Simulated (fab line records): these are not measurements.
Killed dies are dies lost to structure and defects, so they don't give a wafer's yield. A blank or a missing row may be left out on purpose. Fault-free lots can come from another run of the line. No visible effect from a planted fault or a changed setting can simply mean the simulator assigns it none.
Matching of chambers || flow nand-harc || 4 sister chambers for NHARC_A_STAIRCASE_TRIM_20 on rie-diel-01
The step chemistry O2, time 211.2 s. 4 wafers are shown with their chamber, then 8 later ones without.

## EACH WAFER AND ITS CHAMBER
{"wafer": "L093.1", "chamber": 1, "drypump-motor-current-A (A)": 5.9}
{"wafer": "L093.2", "chamber": 2, "drypump-motor-current-A (A)": 5.8}
{"wafer": "L093.3", "chamber": 0, "drypump-motor-current-A (A)": 6.4}
{"wafer": "L094.1", "chamber": 3, "drypump-motor-current-A (A)": 5.8}

## WAFERS WHOSE CHAMBER IS MISSING
{"wafer": "L094.3", "drypump-motor-current-A (A)": 5.7}
{"wafer": "L094.5", "drypump-motor-current-A (A)": 6.0}
{"wafer": "L096.1", "drypump-motor-current-A (A)": 5.9}
{"wafer": "L096.4", "drypump-motor-current-A (A)": 5.8}
{"wafer": "L096.5", "drypump-motor-current-A (A)": 5.8}
{"wafer": "L097.1", "drypump-motor-current-A (A)": 5.7}
{"wafer": "L097.2", "drypump-motor-current-A (A)": 6.4}
{"wafer": "L097.3", "drypump-motor-current-A (A)": 5.9}

## WHICH CHAMBER EACH ONE RAN IN
{"wafer": "L094.3", "from the rows above": "can't be placed: 2 or 3 or 1", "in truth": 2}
{"wafer": "L094.5", "from the rows above": "can't be placed: 1 or 2 or 3", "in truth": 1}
{"wafer": "L096.1", "from the rows above": "can't be placed: 1 or 2 or 3", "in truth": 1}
{"wafer": "L096.4", "from the rows above": "can't be placed: 2 or 3 or 1", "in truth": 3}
{"wafer": "L096.5", "from the rows above": "can't be placed: 2 or 3 or 1", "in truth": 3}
{"wafer": "L097.1", "from the rows above": "can't be placed: 2 or 3 or 1", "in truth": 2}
{"wafer": "L097.2", "from the rows above": 0, "in truth": 0}
{"wafer": "L097.3", "from the rows above": "can't be placed: 1 or 2 or 3", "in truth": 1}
1 of 8 placed correctly. Can't be placed from these rows: 7 (the true chamber is among the candidates in 7). Placed wrongly: 0.
How it was worked out, from the rows above alone: a wafer's distance from a chamber is the root of the sum, over the readings, of the square of ((its reading less the chamber's mean) divided by the reading's scatter). If the next closest chamber is less than 2 further off than the closest, the wafer can't be placed; otherwise it belongs to the closest. A chamber's mean is the mean of its shown wafers. The scatter: with one shown wafer a chamber, the root of the mean of the squares of how far each hidden wafer lies from its nearest shown one.
